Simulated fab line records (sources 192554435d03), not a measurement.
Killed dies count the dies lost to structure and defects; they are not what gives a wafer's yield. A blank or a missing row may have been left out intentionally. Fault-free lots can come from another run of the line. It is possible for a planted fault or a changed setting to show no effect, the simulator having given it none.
fab line records -- flow n5_finfet
record lots=4, wafers=12, last_day=17
route steps=1938 shown BEOL_M9@1461 BEOL_M10@1470 PASSIVATION@1936
lots with no fault: from the same line, run without faults
start_h: start of the lot's first displayed wafer, in hours after the record's first day -- wait_h: hours from the lot's prior step to this one -- " as in the row above -- L1.1+2: one row covering several wafers at once -- - either no value or no given start -- * or withheld: withheld -- < > ~ a bound
route shown NAME@n: NAME is a module with steps in the file, n the number in the route of the first one -- usual: mean and standard deviation over wafers with no fault -- same: alike in all rows -- chamber/n: place in a boat -- sites: each site's reading -- _std_site: standard deviation across them -- _edge_site: the outer-site mean with the inner-site mean subtracted -- radius_mm: for every site, how far away it sits from the centre of the wafer -- mask NAME#n: copy n -- behind: tool/chamber where the wafer was last shaped -- hold: cause of the lot's hold/its duration in hours/its outcome -- device: which transistor (n, p or np) failed to switch -- end of line: tests run on the same wafers once the route is complete -- a step without rows: its recipe alone -- killed: dies that structure and defects cost at the first sort, which is not the same as the wafer's yield -- map: dies across one wafer; x = killed, . = not, _ = none there
set.NAME: the setting the step ran with; set.NAME@STEP: the setting that earlier step ran with -- model.NAME: the simulator's own value behind a step, which no gauge read
lots seen at some steps along the route; tables by step, rows by wafer
services: from which hour (start_h, from the record's first day; less than 0 if before it) a tool's chamber was out of use, for how many hours, and why
## steps
# step N5_BEOL_M9_SPUTTER_48
# recipe material=Cu, target_thk_a=120, temp_c=-20, bias_v=60, power_w=26000, chamber_pressure_pa=0.13, time_s=2
# step N5_BEOL_M9_ECD_50
# recipe material=Cu, target_thk_a=3180
# step N5_BEOL_M9_ANNEAL_51
# recipe temp_c=225, time_s=90, ambient=N2
# step N5_BEOL_M9_CMP_52
# recipe stop_on=SiCOH_lowk, t_overpolish_s=7, down_force_psi=1, platen_rpm=50, clearing_platen_down_force_psi=1.5, clearing_platen_rpm=50, post_cmp_clean=cu_alkaline, target_thk_nm=140, clearing_platen_pad_velocity_m_s=0.99484, pad_velocity_m_s=0.99484
# step N5_BEOL_M9_PRE_CLEAN_55
# recipe gas=NH3, time_s=15, temp_c=withheld, rf_power_w=300
# step N5_BEOL_M9_DEP_56
# recipe material=SiCN, target_thk_a=150, temp_c=withheld, precursor=3MS/NH3, pressure_torr=3, rf_w=202, time_s=26.5
# step N5_BEOL_M10_ILD_DEP_00
# recipe material=SiCOH_lowk, target_thk_a=3085.1, temp_c=300, precursor=DEMS/porogen, pressure_torr=5, rf_w=500, time_s=58
# step N5_BEOL_M10_CURE_71
# recipe temp_c=385, time_s=240, ambient=He/Ar, material=SiCOH_lowk
# step N5_BEOL_M10_PECVD_70
# recipe material=SiO2, target_thk_a=200, temp_c=400, precursor=TEOS/O2, pressure_torr=5.5, rf_w=450, teos_flow_sccm=53.8, gas=O2, flow_sccm=3000, time_s=22.7
# usual heater_power_w=763/110, showerhead_plenum_p_Torr=8.79/0.064, throttle_valve_pct=22.2/0.89
lot.wafer,tool,chamber,start_h,wait_h,heater_power_w,showerhead_plenum_p_Torr,throttle_valve_pct,model.SiO2_of_BEOL_M10_PECVD_70.thk_nm
L122.2,pecvd-04,1,213.54,0.0,627,8.69,22.6,20
L122.4,pecvd-04,1,213.54,0.0,631,8.71,22.7,20.2
L122.5,pecvd-04,0,213.54,0.0,897,8.83,22.1,20.2
L132.4,pecvd-04,1,281.74,0.1,721,8.73,22.8,20.2
L132.5,pecvd-04,0,281.74,0.1,913,8.81,22.1,22.6
L132.6,pecvd-04,2,281.74,0.1,892,8.78,20.4,20.6
L133.1,pecvd-04,0,282.07,0.0,929,8.84,22.4,22
L133.5,pecvd-04,1,282.07,0.0,748,8.71,22.9,22.6
L133.6,pecvd-04,0,282.07,0.0,944,8.80,22.6,20
L145.3,pecvd-03,0,346.83,0.0,733,8.71,23.5,19.2
L145.4,pecvd-03,1,346.83,0.0,615,8.82,22.1,19.6
L145.6,pecvd-03,2,346.83,0.0,776,8.87,22.3,20
# step N5_BEOL_M10_HM_DEP_02
# recipe material=TiN, target_thk_a=200, temp_c=25, chamber_pressure_pa=0.49996
# step N5_BEOL_M10_COAT_59
# recipe resist=SOC, temp_c=250, time_s=60, spin_rpm=1500, resist_thk_nm=100
# step N5_BEOL_M10_COAT_60
# recipe resist=SiARC, temp_c=220, time_s=60, spin_rpm=1500, resist_thk_nm=30
# step N5_BEOL_M10_COAT_05
# recipe resist=CAR-ArF, spin_rpm=1500, resist_thk_nm=90
# step N5_BEOL_M10_EBR_07
# recipe solvent=PGMEA, ebr_width_mm=1.5
# step N5_BEOL_M10_SOFTBAKE_06
# recipe temp_c=110, time_s=60, resist=CAR-ArF
# step N5_BEOL_M10_EXPOSE_08
# recipe mask_id=M10, na=1.35, source_shape=dipole, sigma_inner=0.411, sigma_outer=0.611, polarization=te, dose_mj=53.75
# step N5_BEOL_M10_PEB_09
# recipe peb_temp_c=withheld, peb_time_s=60, resist=CAR-ArF
# step N5_BEOL_M10_DEVELOP_10
# recipe develop_time_s=30, developer=TMAH, resist=CAR-ArF, rinse_liquid=diw, dry=air_spin, dev_temp_c=23
# step N5_BEOL_M10_DESCUM_16
# recipe chemistry=O2, time_s=7.9, source_power_w=50, bias_power_w=20, pressure_mtorr=20, rf_frequency_hz=2.712e+07, temp_c=40, resist=CAR-ArF, o2_flow_sccm=225
# step N5_BEOL_M10_ETCH_61
# recipe chemistry=CF4, target=SiARC, target_depth_a=390, mask_material=CAR-ArF, time_s=65, ion_energy_ev=80, pressure_mtorr=40, source_w=545, bias_w=36, Ar_flow_sccm=100, cf4_flow_sccm=100, ends=cleared
# step N5_BEOL_M10_ETCH_62
# recipe chemistry=N2/H2, target=SOC, target_depth_a=1100, overetch_a=220, mask_material=SiARC, temp_c=40, time_s=165, ion_energy_ev=200, pressure_mtorr=30, source_w=840, bias_w=150, n2_flow_sccm=200, h2_flow_sccm=200
# step N5_BEOL_M10_STRIP_68
# recipe chemistry=N2/H2, temp_c=40, n2_flow_sccm=200, h2_flow_sccm=200, rf_frequency_hz=6e+07
# step N5_BEOL_M10_STRIP_67
# recipe chemistry=CF4, resist=SiARC, power_w=300, bias_power_w=75, pressure_mtorr=50, cf4_flow_sccm=150, rf_frequency_hz=6e+07
# step N5_BEOL_M10_HM_OPEN_17
# recipe chemistry=Cl2/BCl3, target_depth_a=200, overetch_a=60, target=TiN, mask_material=SOC, ion_energy_ev=150, pressure_mtorr=10, icp_w=1000, bias_w=126, Cl2_flow_sccm=53.25, bcl3_flow_sccm=21.75, Ar_flow_sccm=25
# step N5_BEOL_M10_STRIP_19
# recipe chemistry=O2, power_w=400, temp_c=40, pressure_mtorr=30, rf_frequency_hz=6e+07, bias_power_w=0, overash_fraction=0.2, o2_flow_sccm=225
# step N5_BEOL_M10_COAT_63
# recipe resist=SOC, temp_c=250, time_s=60, spin_rpm=1500, resist_thk_nm=100
# step N5_BEOL_M10_COAT_64
# recipe resist=SiARC, temp_c=220, time_s=60, spin_rpm=1500, resist_thk_nm=30
# step N5_BEOL_M10_COAT_22
# recipe resist=CAR-ArF, spin_rpm=1500, resist_thk_nm=90
# step N5_BEOL_M10_EBR_24
# recipe solvent=PGMEA, ebr_width_mm=1.5
# step N5_BEOL_M10_SOFTBAKE_23
# recipe temp_c=110, time_s=60, resist=CAR-ArF
# step N5_BEOL_M10_EXPOSE_25
# recipe mask_id=V9, na=1.35, source_shape=annular, sigma_inner=0.5, sigma_outer=0.8, polarization=unpolarized, dose_mj=85.5
# step N5_BEOL_M10_PEB_26
# recipe peb_temp_c=withheld, peb_time_s=60, resist=CAR-ArF
# step N5_BEOL_M10_DEVELOP_27
# recipe develop_time_s=30, developer=TMAH, resist=CAR-ArF, rinse_liquid=diw, dry=air_spin, dev_temp_c=23
# step N5_BEOL_M10_HM_STRIP_39
# recipe chemistry=peroxide_tin_strip, material=TiN, target_depth_a=250, temp_c=50, time_s=158
# same time_s=158
lot.wafer,tool,chamber,start_h,wait_h,model.SiO2_of_BEOL_M10_PECVD_70.thk_nm
L122.2,wet_bench-05,7,217.32,0.0,19.8
L122.4+5,wet_bench-05,"5,1",217.32,0.0,20
L132.4,wet_bench-01,4,286.74,0.0,20
L132.5,wet_bench-01,6,286.74,0.0,22.6
L132.6,wet_bench-01,0,286.74,0.0,20.4
L133.1,wet_bench-01,2,287.20,0.0,22
L133.5,wet_bench-01,3,287.20,0.0,22.4
L133.6,wet_bench-01,6,287.20,0.0,19.8
L145.3,wet_bench-01,6,349.51,0.0,19
L145.4,wet_bench-01,3,349.51,0.0,19.6
L145.6,wet_bench-01,4,349.51,0.0,19.8
# step N5_BEOL_M10_CMP_52
# recipe stop_on=SiCOH_lowk, t_overpolish_s=7, down_force_psi=1, platen_rpm=50, clearing_platen_down_force_psi=1.5, clearing_platen_rpm=50, post_cmp_clean=cu_alkaline, target_thk_nm=140, clearing_platen_pad_velocity_m_s=0.99484, pad_velocity_m_s=0.99484
# usual barrier_field_endpoint_s=29.0/0.62, motor_current_A=6.4/0.64, pad_life_wafers=994/650
lot.wafer,tool,chamber,start_h,wait_h,barrier_field_endpoint_s,motor_current_A,pad_life_wafers
L122.2,cmp-02,2,219.35,0.2,28.3,6.2,2130
L122.4,cmp-02,3,219.35,0.2,29.7,8.0,2131
L122.5,cmp-02,3,219.35,0.2,29.3,7.8,-
L132.4,cmp-03,2,288.85,0.1,28.7,6.2,1542
L132.5,cmp-03,2,288.85,0.1,32.8,6.1,-
L132.6,cmp-03,3,288.85,0.1,30.0,6.0,-
L133.1,cmp-03,3,289.95,0.3,31.0,6.2,1554
L133.5,cmp-03,3,289.95,0.3,32.1,5.9,-
L133.6,cmp-03,0,289.95,0.3,29.1,5.4,-
L145.3,cmp-04,3,353.14,0.3,27.4,6.4,1182
L145.4,cmp-04,2,353.14,0.3,28.7,6.6,1185
L145.6,cmp-04,0,353.14,0.3,28.0,5.7,-
# step N5_PASSIVATION_PROBE_49
# usual defect_limited_yield=91.3/1.3, killed_at_M0_to_M3=33/8.9, killed_at_M4_up=15/5.4, killed_at_contacts=13/5.8, killed_at_front_end=39/9.9, killed_at_other=3.2/2.9, killed_dies=102/15, killed_open=68/12, killed_short=34/7.6, sort_bin_5_function=5.1/0.89, sort_bin_6_memory=3.2/0.63, sort_n_pass=1078/15, sort_yield_pct=91.3/1.3
# same gross_dies=1180, killed_at_back_side=0, sort_bin_4_leakage[%]=0, sort_bin_8_speed[%]=0
lot.wafer,tool,chamber,start_h,wait_h,defect_limited_yield[%],killed_at_M0_to_M3,killed_at_M4_up,killed_at_contacts,killed_at_front_end,killed_at_other,killed_dies,killed_open,killed_short,sort_bin_5_function[%],sort_bin_6_memory[%],sort_n_pass,sort_yield_pct[%]
L122.2,prober-01,-,263.06,0.1,90.7,48,19,12,25,6,110,84,26,5.4,3.8,1070,90.7
L122.4,prober-01,-,263.16,0.2,93.1,34,16,4,24,3,81,55,26,4.5,2.1,1099,93.1
L122.5,prober-01,-,263.21,0.2,92.5,29,12,12,34,2,89,60,29,4.5,2.7,1091,92.5
L133.1,prober-01,-,336.65,0.0,92.1,24,23,10,34,2,93,53,38,4.9,2.8,1087,92.1
L133.5,prober-01,-,336.85,0.2,92.7,25,18,6,28,9,86,51,34,4.4,2.6,1094,92.7
L133.6,prober-01,-,336.90,0.3,91.1,31,20,8,44,2,105,70,35,5.7,3.2,1075,91.1
# killed by level:class
L122.2 BEOL_M0_SAQP:geometric_particle:open=20 BEOL_M4:geometric_particle:open=13 MOL_CONTACT_COAG:geometric_particle:open=10 BEOL_M0_SAQP:geometric_particle:short=9 BEOL_M2:geometric_particle:open=6 FIN_SAQP:geometric_particle:open=5 FIN_SAQP:geometric_particle:short=5 STI_FIN_REVEAL:geometric_particle:open=4
L122.4 BEOL_M0_SAQP:geometric_particle:short=11 BEOL_M4:geometric_particle:open=8 BEOL_M2:geometric_particle:open=8 FIN_SAQP:geometric_particle:open=6 FIN_SAQP:geometric_particle:short=5 STI_FIN_REVEAL:geometric_particle:open=5 BEOL_M0_SAQP:geometric_particle:open=5 MOL_CONTACT_COAG:geometric_particle:open=4
L122.5 FIN_SAQP:geometric_particle:open=11 MOL_CONTACT_COAG:geometric_particle:open=9 BEOL_M0_SAQP:geometric_particle:open=8 BEOL_M3:geometric_particle:open=6 STI_FIN_REVEAL:geometric_particle:open=6 BEOL_M4:geometric_particle:open=6 BEOL_M0_SAQP:geometric_particle:short=6 FIN_SAQP:geometric_particle:short=5
L133.1 FIN_SAQP:geometric_particle:short=12 BEOL_M4:geometric_particle:open=12 MOL_CONTACT_COAG:geometric_particle:open=8 BEOL_M3:geometric_particle:open=8 STARTING-WAFER:geometric_particle:short=5 BEOL_M0_SAQP:geometric_particle:open=4 BEOL_M4:geometric_particle:short=4 STI_FIN_REVEAL:geometric_particle:open=3
L133.5 FIN_SAQP:geometric_particle:short=8 MOL_CONTACT_COAG:geometric_particle:open=6 BEOL_M4:geometric_particle:open=6 FIN_SAQP:geometric_particle:open=5 BEOL_M1:geometric_particle:open=5 BEOL_M5:geometric_particle:open=5 BEOL_M2:geometric_particle:open=4 BEOL_M0_SAQP:geometric_particle:open=4
L133.6 BEOL_M4:geometric_particle:open=12 DUMMY_GATE:geometric_particle:open=10 BEOL_M3:geometric_particle:open=9 FIN_SAQP:geometric_particle:short=7 GATE_CUT:geometric_particle:open=6 MOL_CONTACT_COAG:geometric_particle:open=6 BEOL_M2:geometric_particle:open=6 BEOL_M0_SAQP:geometric_particle:short=4
## services
tool,chamber,start_h,hours,kind
pecvd-04,1,199.60,5.5,scheduled_down
pecvd-03,-,199.99,14.6,pm
pecvd-04,2,205.34,-,clean
pecvd-04,2,205.34,-,consumable_replace:showerhead
pecvd-04,2,205.34,29.0,scheduled_down
pecvd-04,2,205.34,29.0,vent_cycle
cmp-03,-,210.09,40.3,repair
cmp-04,-,213.26,4.0,pm
cmp-04,-,217.26,-,consumable_replace:conditioner
cmp-04,-,218.03,3.4,repair
cmp-02,-,226.81,4.0,pm
cmp-02,-,232.15,6.3,pm
cmp-04,-,242.97,1.0,repair
cmp-04,-,250.39,14.2,pm
cmp-02,-,253.63,2.3,repair
cmp-04,-,276.82,1.1,repair
wet_bench-01,-,319.04,0.6,repair
cmp-02,-,328.09,3.5,repair
pecvd-03,-,331.52,6.0,pm
cmp-02,-,341.77,0.2,repair
wet_bench-05,-,346.07,2.1,repair
cmp-03,-,346.73,4.0,pm
cmp-03,-,350.73,-,consumable_replace:conditioner
cmp-03,-,350.73,-,consumable_replace:pad
## key
first_sign step=N5_BEOL_M10_CMP_52, reading=barrier_field_endpoint_s, direction=up, sigmas=4.8, usual=29.0, struck=32.0
effect none on later readings
model_effect step=N5_BEOL_M10_PECVD_70, value=SiO2_of_BEOL_M10_PECVD_70.thk_nm, without=20, struck=22.4
model_effect step=N5_BEOL_M10_HM_STRIP_39, value=SiO2_of_BEOL_M10_PECVD_70.thk_nm, without=19.8, struck=22.33
met_at N5_BEOL_M10_PECVD_70
struck_wafers L132.5,L133.1,L133.5
onset_between 213.54 281.74
fault kind=process_parameter_drift, tool=pecvd-04, chamber=-, onset_h=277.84, steps=N5_BEOL_M10_PECVD_70, channel=time_s, offset=*, shape=step, end_h=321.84, scope=struck_wafers_only, acts_in=*, stated=*
